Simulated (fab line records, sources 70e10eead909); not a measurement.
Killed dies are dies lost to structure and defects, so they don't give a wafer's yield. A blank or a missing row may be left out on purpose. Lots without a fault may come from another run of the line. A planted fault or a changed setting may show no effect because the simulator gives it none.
fab line records | flow nand_harc
record lots=12 wafers=36 last_day=33
route steps=1302 shown P_BONDPAD@372 END@1302
lots that met no fault: from a run of the same line without faults
start_h: hours from the record's first day to the start of the lot's first wafer shown | wait_h: hours since the lot's step before | " the same as in the row above | L1.1+2: a row that stands for several wafers | - no value, or no start given | * or withheld: withheld | < > ~ a bound
route shown NAME@n: a module of which the file shows steps, and the number in the route of the first | usual: mean/standard deviation of fault-free wafers | same: alike in all rows | chamber/n: place in a boat | sites: the reading at each site | _std_site: their standard deviation | _edge_site: outer sites' mean less inner sites' | radius_mm: how far each site lies from the wafer's centre | mask NAME#n: copy n | behind: the tool/chamber that last shaped the wafer | hold: why the lot was held/for how many hours/how that ended | device: the transistor (n, p or np) that didn't switch | end of line: the same wafers' tests at the end of the route | a step without rows: its recipe alone | killed: dies lost to structure and defects at the first sort, not the wafer's yield | map: a wafer's dies, x killed, . not, _ none there
set.NAME: the setting as run; set.NAME@STEP: as run at that earlier step | model.NAME: the simulator's own value behind a step, which no gauge read
steps of the route over a sample of lots; a table a step, a row a wafer
services: from which hour (start_h, from the record's first day; less than 0 if before it) a tool's chamber was out of use, for how many hours, and why
## steps
# step NHARC_P_BONDPAD_ETCH_24
# recipe target_depth_a=300 over_etch_frac=0.3 time_s=72.99 ion_energy_ev=150 cf4_flow_sccm=50 n2_flow_sccm=100 ar_flow_sccm=150 rf_w=300 bias_w=100 chemistry=CF4/N2
# usual drypump_motor_current_A=5.3/0.54 n2_flow_sccm=100.0/0.31 oes_product_au=1.001/0.0093 rf_fwd_power_W=297.6/1 rf_vpp_V=314.3/1.7 showerhead_plenum_p_Torr=2.63/0.084 throttle_valve_pct=19.794/0.0096
# columns lot.wafer tool chamber start_h wait_h drypump_motor_current_A n2_flow_sccm oes_product_au rf_fwd_power_W rf_hours_counter_h rf_vpp_V showerhead_plenum_p_Torr throttle_valve_pct
L802.2 rie_diel-07 3 139.33 - 5.1 100.3 0.994 297.7 0.5 315.2 2.73 19.796
L802.3 " 0 " " 4.8 100.4 0.991 300.1 0.6 312.3 2.55 19.790
L802.6 " 2 " " 6.1 99.8 0.990 295.8 - 315.3 2.70 19.799
L804.3 rie_diel-06 3 156.36 - 4.8 100.1 1.006 296.7 1.3 314.0 2.56 19.789
L804.6 " 0 " " 5.4 99.9 1.000 300.2 - 312.1 2.54 19.787
L804.5 " 1 " " 4.8 100.1 1.007 296.9 - 317.1 2.70 19.775
L806.2 rie_diel-06 0 177.49 - 5.4 100.3 1.009 298.5 2.7 313.0 2.54 19.807
L806.1 " 2 " " 5.3 100.2 0.759 177.2 2.0 317.2 2.79 19.782
L806.5 " 3 " " 4.8 99.6 1.009 297.0 - 312.8 2.56 19.802
L807.3 rie_diel-06 2 190.00 0.1 5.3 99.5 0.759 178.5 3.0 318.0 2.79 19.790
L807.1 " 3 " " 4.8 100.2 1.019 296.1 3.6 314.6 2.56 19.794
L807.4 " 1 " " 4.8 100.0 1.014 297.9 - 316.4 2.70 19.792
L809.2 rie_diel-13 0 200.74 - 5.0 99.5 0.997 297.8 1.0 314.3 2.64 19.799
L809.1 " 3 " " 5.6 99.4 0.993 296.9 1.0 313.7 2.65 19.788
L809.6 " 0 " " 5.0 99.9 1.000 297.6 - 313.4 2.64 19.810
L816.1 rie_diel-13 2 278.59 - 6.5 100.3 0.994 297.8 6.0 315.9 2.68 19.793
L816.3 " 1 " " 5.1 100.0 0.997 298.8 6.5 313.4 2.60 19.800
L816.5 " 2 " " 6.5 100.0 1.008 294.8 - 314.2 2.68 19.795
L817.3 rie_diel-13 2 299.03 - 6.5 100.3 1.007 296.7 7.0 313.7 2.68 19.802
L817.5 " 0 " " 5.0 100.3 0.993 297.4 - 315.4 2.64 19.787
L817.6 " 1 " " 5.1 100.1 1.008 297.3 - 313.3 2.60 19.782
L818.2 rie_diel-07 2 303.98 - 6.1 99.8 1.004 297.4 0.1 315.7 2.69 19.803
L818.1 " 3 " " 5.1 99.8 0.992 297.5 0.1 315.6 2.73 19.794
L818.6 " 1 " " 4.9 99.9 0.985 297.8 - 310.5 2.46 19.794
L819.2 rie_diel-13 2 307.91 - 6.5 99.8 1.005 296.2 7.2 313.5 2.68 19.810
L819.4 " 0 " " 5.0 100.1 0.986 298.0 7.2 313.8 2.64 19.813
L819.5 " 2 " " 6.5 99.4 1.017 294.8 - 315.0 2.68 19.798
L820.2 rie_diel-06 2 325.22 - 5.3 100.6 1.011 297.1 0.6 318.4 2.78 19.789
L820.5 " 1 " " 4.8 99.8 1.010 298.0 - 315.6 2.70 19.792
L820.6 " 2 " " 5.3 100.4 1.011 297.3 - 317.0 2.78 19.796
L821.1 rie_diel-07 0 330.91 0.1 4.8 99.6 0.989 298.6 1.1 311.9 2.55 19.795
L821.5 " 0 " " 4.8 100.0 0.994 298.6 - 314.6 2.55 19.788
L821.6 " 3 " " 5.0 99.7 1.001 296.8 - 316.6 2.73 19.787
L824.1 rie_diel-06 1 349.98 - 4.8 100.2 1.014 297.8 2.5 316.4 2.70 19.781
L824.2 " 3 " " 4.8 99.9 1.017 295.3 3.1 314.8 2.56 19.775
L824.6 " 0 " " 5.5 100.0 0.989 297.3 - 312.7 2.54 19.811
# step NHARC_P_BONDPAD_PRE_CLEAN_26
# recipe time_s=30 temp_c=280 gas=H2/He
# usual heater_power_w=411/29
# columns lot.wafer tool chamber start_h wait_h heater_power_w
L802.3 pvd_sputter-01 - - - 378
L802.2 " - " " 394
L802.6 " - " " 423
L804.3 pvd_sputter-01 - - - 395
L804.6 " - " " 385
L804.5 " - " " 423
L806.2 pvd_sputter-02 - - - 408
L806.1 " - " " 437
L806.5 " - " " 435
L807.4 pvd_sputter-02 - - - 457
L807.1 " - " " 430
L807.3 " - " " 411
L809.2 pvd_sputter-03 - - - 399
L809.1 " - " " 386
L809.6 " - " " 451
L816.1 pvd_sputter-03 - - - 450
L816.3 " - " " 387
L816.5 " - " " 395
L817.3 pvd_sputter-02 - - - 401
L817.5 " - " " 383
L817.6 " - " " 396
L818.2 pvd_sputter-01 - - - 404
L818.1 " - " " 390
L818.6 " - " " 409
L819.2 pvd_sputter-01 - - - 408
L819.4 " - " " 382
L819.5 " - " " 414
L820.2 pvd_sputter-01 - - - 386
L820.6 " - " " 400
L820.5 " - " " 414
L821.1 pvd_sputter-03 - - - 453
L821.5 " - " " 395
L821.6 " - " " 432
L824.2 pvd_sputter-02 - - - 395
L824.1 " - " " 447
L824.6 " - " " 393
# step NHARC_P_BONDPAD_PVD_27
# recipe target_thk_a=300 chamber_pressure_pa=5 power_w=5000 substrate_temp_c=30 time_s=20.49 material=Cu
# usual substrate_temp_c=30.00/0.11 throttle_valve_pct=29.8/0.89
# columns lot.wafer tool chamber start_h wait_h substrate_temp_c throttle_valve_pct
L802.2 pvd_sputter-01 - - - 30.05 29.1
L802.3 " - " " 30.01 30.7
L802.6 " - " " 29.99 29.2
L804.3 pvd_sputter-01 - - - 30.19 30.6
L804.5 " - " " 30.39 30.5
L804.6 " - " " 29.88 30.7
L806.2 pvd_sputter-02 - - - 29.98 30.9
L806.1 " - " " 29.99 29.5
L806.5 " - " " 30.05 31.0
L807.3 pvd_sputter-02 - - - 29.89 29.2
L807.4 " - " " 30.19 30.9
L807.1 " - " " 29.98 29.6
L809.1 pvd_sputter-03 - - - 29.90 30.0
L809.2 " - " " 30.19 30.9
L809.6 " - " " 29.96 29.1
L816.3 pvd_sputter-03 - - - 30.01 30.0
L816.1 " - " " 30.08 28.9
L816.5 " - " " 29.91 31.0
L817.3 pvd_sputter-02 - - - 29.98 29.5
L817.6 " - " " 30.05 29.0
L817.5 " - " " 30.16 31.0
L818.2 pvd_sputter-01 - - - 29.93 29.8
L818.1 " - " " 29.89 29.8
L818.6 " - " " 30.04 29.7
L819.2 pvd_sputter-01 - - - 30.13 29.9
L819.4 " - " " 30.05 29.8
L819.5 " - " " 30.11 29.8
L820.2 pvd_sputter-01 - - - 29.82 31.4
L820.5 " - " " 30.18 30.1
L820.6 " - " " 30.06 29.9
L821.1 pvd_sputter-03 - - - 30.01 30.8
L821.5 " - " " 29.80 29.1
L821.6 " - " " 30.08 30.1
L824.2 pvd_sputter-02 - - - 29.92 29.8
L824.1 " - " " 29.97 31.3
L824.6 " - " " 30.06 28.7
# step NHARC_P_BONDPAD_ANNEAL_28
# recipe temp_c=225 time_s=90
# usual wafer_temp_C_max=226.1/0.35
# columns lot.wafer tool chamber start_h wait_h wafer_temp_C_max
L802.2 rtp_anneal-02 0 140.51 - 226.0
L802.3 " 0 " " 225.7
L802.6 " 0 " " 225.8
L804.3 rtp_anneal-01 0 157.73 0.4 226.2
L804.5 " 0 " " 226.1
L804.6 " 0 " " 226.7
L806.1 rtp_anneal-01 0 178.61 - 226.4
L806.2 " 0 " " 226.6
L806.5 " 0 " " 226.7
L807.1 rtp_anneal-01 0 191.15 - 226.3
L807.3 " 0 " " 226.0
L807.4 " 0 " " 226.2
L809.1 rtp_anneal-02 0 201.88 - 225.6
L809.2 " 0 " " 226.2
L809.6 " 0 " " 226.1
L816.1 rtp_anneal-02 0 279.72 - 226.2
L816.3 " 0 " " 225.9
L816.5 " 0 " " 225.8
L817.3 rtp_anneal-01 0 300.38 0.4 226.1
L817.5 " 0 " " 226.4
L817.6 " 0 " " 226.9
L818.1 rtp_anneal-01 0 305.10 - 226.4
L818.2 " 0 " " 226.7
L818.6 " 0 " " 225.9
L819.2 rtp_anneal-01 0 309.10 0.4 226.3
L819.4 " 0 " " 226.6
L819.5 " 0 " " 226.1
L820.2 rtp_anneal-02 0 326.40 0.4 225.9
L820.5 " 0 " " 226.3
L820.6 " 0 " " 225.8
L821.1 rtp_anneal-01 0 332.06 0.3 226.2
L821.5 " 0 " " 226.9
L821.6 " 0 " " 226.1
L824.1 rtp_anneal-02 0 351.11 0.3 226.0
L824.2 " 0 " " 225.7
L824.6 " 0 " " 226.4
# step NHARC_END_SORT_01
# recipe temp_c=25
# usual defect_limited_yield=89.8/2.9 killed_at_array=65/19 killed_at_other=0.9/1.1 killed_at_periphery=3.5/2.3 killed_dies=69/19 killed_open=3.2/1.8 killed_short=2.4/1.5
# same gross_dies=677
# columns lot.wafer tool chamber start_h wait_h defect_limited_yield[%] killed_at_array killed_at_other killed_at_periphery killed_dies killed_open killed_short
L804.3 prober-01 0 589.14 3.1 91.7 53 0 3 56 3 3
L804.5 prober-01 0 590.74 3.7 90.0 61 0 7 68 5 4
L804.6 prober-01 0 591.54 4.0 90.3 65 0 1 66 2 4
L806.1 prober-02 0 608.03 2.5 0 69 1 607 677 1 6
L806.2 prober-02 0 608.83 2.8 90.5 59 1 4 64 4 6
L806.5 prober-02 0 611.26 3.7 88.5 75 2 1 78 5 1
L807.1 prober-01 0 627.30 2.5 95.4 28 2 1 31 4 2
L807.3 prober-01 0 628.89 3.1 0 31 2 644 677 5 3
L807.4 prober-01 0 629.69 3.4 96.2 23 1 2 26 3 0
L817.3 prober-01 0 716.35 3.1 95.7 25 0 4 29 1 1
L817.5 prober-01 0 717.97 3.7 94.8 34 0 1 35 3 1
L817.6 prober-01 0 718.77 4.0 95.6 27 1 2 30 2 7
L818.1 prober-01 0 722.63 2.5 84.2 101 0 6 107 2 2
L818.2 prober-01 0 723.42 2.8 84.8 99 0 4 103 2 3
L818.6 prober-01 0 726.59 4.0 86.0 86 0 9 95 2 4
L819.2 prober-02 0 727.22 2.8 84.3 99 4 3 106 2 2
L819.4 prober-02 0 728.83 3.4 84.5 99 4 2 105 2 1
L819.5 prober-02 0 729.64 3.7 86.0 89 0 6 95 7 3
L820.2 prober-01 0 762.22 2.8 87.0 84 3 1 88 8 2
L820.5 prober-01 0 764.64 3.7 86.6 88 1 2 91 3 1
L820.6 prober-01 0 765.45 4.0 88.0 74 1 6 81 2 5
L821.1 prober-02 0 772.15 2.5 86.9 82 4 3 89 4 3
L821.5 prober-02 0 775.32 3.7 86.3 86 2 5 93 2 1
L821.6 prober-02 0 776.12 4.0 87.3 78 4 4 86 6 6
L824.1 prober-02 0 793.28 2.5 91.1 60 0 0 60 1 0
L824.6 prober-02 0 797.25 4.0 92.2 52 0 1 53 3 1
# killed by level:class
L804.3 A_CHANNEL_HOLE_D1:chamber_film_flake=34 A_CHANNEL_HOLE_D2:chamber_film_flake=7 A_CONTACT:chamber_film_flake=4 A_ONON_D2:geometric_particle:open=2 P_M2:geometric_particle:open=1 A_CHANNEL_HOLE_D1:geometric_particle:short=1 A_ONON_D2:geometric_particle:short=1 A_CHANNEL_FILL_D2:geometric_particle:short=1
L804.5 A_CHANNEL_HOLE_D1:chamber_film_flake=35 A_CHANNEL_HOLE_D2:chamber_film_flake=12 A_CONTACT:chamber_film_flake=4 A_STAIRCASE:chamber_film_flake=3 P_CONTACT:chamber_film_flake=2 P_STI:geometric_particle:open=1 P_CONTACT:geometric_particle:short=1 P_CONTACT:geometric_particle:open=1
L804.6 A_CHANNEL_HOLE_D1:chamber_film_flake=35 A_CHANNEL_HOLE_D2:chamber_film_flake=16 A_STAIRCASE:chamber_film_flake=3 A_CONTACT:chamber_film_flake=3 A_WL_FILL:geometric_particle:short=2 A_WL_FILL:chamber_film_flake=2 P_M0:geometric_particle:short=1 A_CHANNEL_FILL_D1:geometric_particle:open=1
L806.1 P_BONDPAD:area_etch=604 A_CHANNEL_HOLE_D1:chamber_film_flake=29 A_CHANNEL_HOLE_D2:chamber_film_flake=25 A_CONTACT:chamber_film_flake=4 A_SGD_CUT:geometric_particle:short=2 P_STI:chamber_film_flake=2 A_CHANNEL_FILL_D2:chamber_film_flake=2 A_STAIRCASE:chamber_film_flake=2
L806.2 A_CHANNEL_HOLE_D2:chamber_film_flake=24 A_CHANNEL_HOLE_D1:chamber_film_flake=18 A_CONTACT:chamber_film_flake=4 A_SGD_CUT:geometric_particle:short=2 P_GATE:chamber_film_flake=2 A_SLIT:chamber_film_flake=2 P_CONTACT:geometric_particle:open=1 A_ONON_D1:geometric_particle:short=1
L806.5 A_CHANNEL_HOLE_D1:chamber_film_flake=29 A_CHANNEL_HOLE_D2:chamber_film_flake=28 A_CONTACT:chamber_film_flake=7 A_STAIRCASE:chamber_film_flake=2 A_WL_FILL:geometric_particle:open=2 A_BLC:chamber_film_flake=2 THIN_TSV:chamber_film_flake=2 P_STI:geometric_particle:open=1
L807.1 A_CHANNEL_HOLE_D2:chamber_film_flake=12 A_STAIRCASE:chamber_film_flake=3 A_CHANNEL_HOLE_D1:chamber_film_flake=2 THIN_TSV:chamber_film_flake=2 A_SOURCE_PLATE:geometric_particle:open=1 A_ONON_D1:geometric_particle:short=1 A_CHANNEL_FILL_D1:geometric_particle:short=1 A_CHANNEL_FILL_D2:geometric_particle:open=1
L807.3 P_BONDPAD:area_etch=640 A_CHANNEL_HOLE_D2:chamber_film_flake=17 A_WL_FILL:chamber_film_flake=6 A_WL_FILL:geometric_particle:open=2 P_GATE:chamber_film_flake=2 P_CONTACT:geometric_particle:open=1 P_M1:geometric_particle:short=1 A_CHANNEL_HOLE_D2:geometric_particle:short=1
L807.4 A_CHANNEL_HOLE_D2:chamber_film_flake=9 A_WL_FILL:chamber_film_flake=6 A_CHANNEL_HOLE_D1:chamber_film_flake=3 A_STAIRCASE:chamber_film_flake=3 P_M0:geometric_particle:open=2 A_CHANNEL_HOLE_D2:geometric_particle:open=1 A_SLIT:chamber_film_flake=1 THIN_TSV:chamber_film_flake=1
L817.3 A_CHANNEL_HOLE_D1:chamber_film_flake=13 A_SLIT:chamber_film_flake=5 A_CONTACT:chamber_film_flake=4 P_GATE:chamber_film_flake=3 A_ONON_D2:geometric_particle:short=1 A_CHANNEL_FILL_D2:geometric_particle:open=1 P_ZERO_WELL:chamber_film_flake=1 A_WL_FILL:chamber_film_flake=1
L817.5 A_CHANNEL_HOLE_D1:chamber_film_flake=12 A_STAIRCASE:chamber_film_flake=4 A_CONTACT:chamber_film_flake=4 A_SLIT:chamber_film_flake=3 A_CHANNEL_FILL_D2:geometric_particle:open=2 A_DECK1_JOINT:chamber_film_flake=2 A_M1:chamber_film_flake=2 A_ONON_D1:geometric_particle:open=1
L817.6 A_SLIT:chamber_film_flake=6 A_CONTACT:chamber_film_flake=5 A_CHANNEL_HOLE_D1:chamber_film_flake=4 A_ONON_D1:geometric_particle:short=2 P_ZERO_WELL:chamber_film_flake=2 A_DECK1_JOINT:chamber_film_flake=2 A_CHANNEL_FILL_D1:geometric_particle:short=1 A_ONON_D2:geometric_particle:short=1
L818.1 A_CHANNEL_HOLE_D1:chamber_film_flake=37 A_SLIT:chamber_film_flake=33 A_CHANNEL_HOLE_D2:chamber_film_flake=21 P_BONDPAD:chamber_film_flake=5 A_CONTACT:chamber_film_flake=3 A_DECK1_JOINT:chamber_film_flake=2 A_STAIRCASE:chamber_film_flake=2 P_GATE:geometric_particle:open=1
L818.2 A_SLIT:chamber_film_flake=37 A_CHANNEL_HOLE_D1:chamber_film_flake=31 A_CHANNEL_HOLE_D2:chamber_film_flake=21 P_BONDPAD:chamber_film_flake=4 A_CONTACT:chamber_film_flake=3 A_M0:geometric_particle:short=2 A_ONON_D2:geometric_particle:short=1 A_WL_FILL:geometric_particle:open=1
L818.6 A_CHANNEL_HOLE_D1:chamber_film_flake=32 A_SLIT:chamber_film_flake=30 A_CHANNEL_HOLE_D2:chamber_film_flake=18 P_BONDPAD:chamber_film_flake=5 A_CHANNEL_FILL_D2:geometric_particle:short=2 A_WL_FILL:geometric_particle:short=2 P_M0:geometric_particle:open=1 A_M0:geometric_particle:open=1
L819.2 A_CHANNEL_HOLE_D1:chamber_film_flake=34 A_SLIT:chamber_film_flake=31 A_CHANNEL_HOLE_D2:chamber_film_flake=26 A_CONTACT:chamber_film_flake=4 P_GATE:chamber_film_flake=2 A_STAIRCASE:chamber_film_flake=2 THIN_TSV:chamber_film_flake=2 A_ONON_D1:geometric_particle:open=1
L819.4 A_SLIT:chamber_film_flake=36 A_CHANNEL_HOLE_D1:chamber_film_flake=30 A_CHANNEL_HOLE_D2:chamber_film_flake=20 A_CONTACT:chamber_film_flake=7 THIN_TSV:chamber_film_flake=4 P_M0:chamber_film_flake=2 A_WL_FILL:chamber_film_flake=2 A_CHANNEL_FILL_D2:geometric_particle:open=1
L819.5 A_CHANNEL_HOLE_D1:chamber_film_flake=29 A_SLIT:chamber_film_flake=25 A_CHANNEL_HOLE_D2:chamber_film_flake=15 A_CONTACT:chamber_film_flake=7 A_STAIRCASE:chamber_film_flake=3 P_M0:chamber_film_flake=2 P_M0:geometric_particle:open=1 P_M2:geometric_particle:short=1
L820.2 A_CHANNEL_HOLE_D1:chamber_film_flake=32 A_SLIT:chamber_film_flake=31 THIN_TSV:chamber_film_flake=3 A_ONON_D1:geometric_particle:open=2 A_CHANNEL_FILL_D1:geometric_particle:open=2 A_DECK1_JOINT:chamber_film_flake=2 A_STAIRCASE:chamber_film_flake=2 A_WL_FILL:chamber_film_flake=2
L820.5 A_CHANNEL_HOLE_D1:chamber_film_flake=37 A_SLIT:chamber_film_flake=35 A_CONTACT:chamber_film_flake=6 A_STAIRCASE:chamber_film_flake=4 P_M0:geometric_particle:short=1 A_ONON_D2:geometric_particle:open=1 A_CHANNEL_FILL_D2:geometric_particle:open=1 A_WL_FILL:geometric_particle:open=1
L820.6 A_SLIT:chamber_film_flake=33 A_CHANNEL_HOLE_D1:chamber_film_flake=27 A_CONTACT:chamber_film_flake=5 P_ZERO_WELL:chamber_film_flake=3 A_CHANNEL_FILL_D1:chamber_film_flake=2 P_CONTACT:geometric_particle:open=1 A_SOURCE_PLATE:geometric_particle:short=1 A_ONON_D1:geometric_particle:short=1
L821.1 A_CHANNEL_HOLE_D1:chamber_film_flake=32 A_CHANNEL_HOLE_D2:chamber_film_flake=30 A_SLIT:chamber_film_flake=7 A_STAIRCASE:chamber_film_flake=4 A_WL_FILL:chamber_film_flake=3 THIN_TSV:chamber_film_flake=3 P_CONTACT:geometric_particle:short=1 A_ONON_D1:geometric_particle:open=1
L821.5 A_CHANNEL_HOLE_D1:chamber_film_flake=37 A_CHANNEL_HOLE_D2:chamber_film_flake=31 A_CONTACT:chamber_film_flake=7 P_GATE:chamber_film_flake=3 A_SLIT:chamber_film_flake=3 A_STAIRCASE:chamber_film_flake=2 A_WL_FILL:chamber_film_flake=2 THIN_TSV:chamber_film_flake=2
L821.6 A_CHANNEL_HOLE_D1:chamber_film_flake=34 A_CHANNEL_HOLE_D2:chamber_film_flake=22 A_SLIT:chamber_film_flake=5 A_CONTACT:chamber_film_flake=5 THIN_TSV:chamber_film_flake=4 A_ONON_D2:geometric_particle:short=2 A_CHANNEL_FILL_D2:geometric_particle:open=2 A_M0:geometric_particle:short=2
L824.1 A_SLIT:chamber_film_flake=34 A_CONTACT:chamber_film_flake=14 A_CHANNEL_HOLE_D2:chamber_film_flake=4 A_STAIRCASE:chamber_film_flake=4 A_CHANNEL_HOLE_D1:chamber_film_flake=2 A_SGD_CUT:geometric_particle:open=1 A_CHANNEL_FILL_D1:chamber_film_flake=1
L824.6 A_SLIT:chamber_film_flake=30 A_STAIRCASE:chamber_film_flake=6 A_CONTACT:chamber_film_flake=6 A_CHANNEL_HOLE_D1:chamber_film_flake=3 A_CHANNEL_HOLE_D1:unspecified=2 P_CONTACT:geometric_particle:open=1 A_CHANNEL_FILL_D1:geometric_particle:open=1 A_CHANNEL_FILL_D2:geometric_particle:short=1
## services
# columns tool chamber start_h hours kind
rie_diel-07 - 117.20 9.0 pm
rie_diel-06 - 130.22 9.0 pm
rie_diel-13 - 133.65 0.4 repair
pvd_sputter-03 - 135.98 6.1 repair
rie_diel-13 1 142.36 4.2 repair
rie_diel-06 - 163.10 2.6 repair
rie_diel-13 - 165.32 9.0 pm
rie_diel-07 3 166.02 8.9 repair
pvd_sputter-03 - 170.26 10.0 pm
rie_diel-06 1 181.75 4.7 repair
rie_diel-06 0 186.77 7.7 repair
rie_diel-07 1 187.59 3.4 repair
rie_diel-07 - 191.11 0.8 repair
rie_diel-06 1 192.74 4.4 repair
pvd_sputter-03 - 204.12 4.1 repair
rie_diel-06 1 207.79 1.9 repair
pvd_sputter-02 - 225.95 10.9 repair
pvd_sputter-01 - 226.08 10.0 pm
rie_diel-06 2 233.21 12.9 repair
rie_diel-13 3 243.16 34.5 repair
pvd_sputter-02 - 282.45 10.0 pm
rie_diel-06 - 307.22 9.0 pm
rie_diel-13 - 342.32 9.0 pm
pvd_sputter-03 - 348.26 10.0 pm
## key
first_sign step=NHARC_P_BONDPAD_ETCH_24 reading=rf_fwd_power_W direction=down sigmas=99+ usual=* struck=*
effect step=NHARC_P_BONDPAD_ETCH_24 reading=oes_product_au direction=down sigmas=26 usual=1.001 struck=0.759
effect step=NHARC_END_SORT_01 reading=killed_at_periphery direction=up sigmas=99+ usual=3.5 struck=625.5
more_kills_born_at NHARC_P_BONDPAD_ETCH_24@rie_diel-06=1244
met_at NHARC_P_BONDPAD_ETCH_24
struck_lots L806,L807
struck_wafers L806.1,L807.3
later_rows_left_out L806.1,L807.3
not_acting_at NHARC_P_BONDPAD_PRE_CLEAN_26,NHARC_P_BONDPAD_PVD_27,NHARC_P_BONDPAD_ANNEAL_28
fault kind=process_parameter_drift tool=rie_diel-06 chamber=2 onset_h=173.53 steps=NHARC_P_BONDPAD_ETCH_24 channel=rf_w offset=* shape=step end_h=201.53 acts_in=* stated=*
# later_rows_left_out: the simulator's readings of these wafers behind a module that went badly wrong aren't trusted and aren't shown, but for the sort
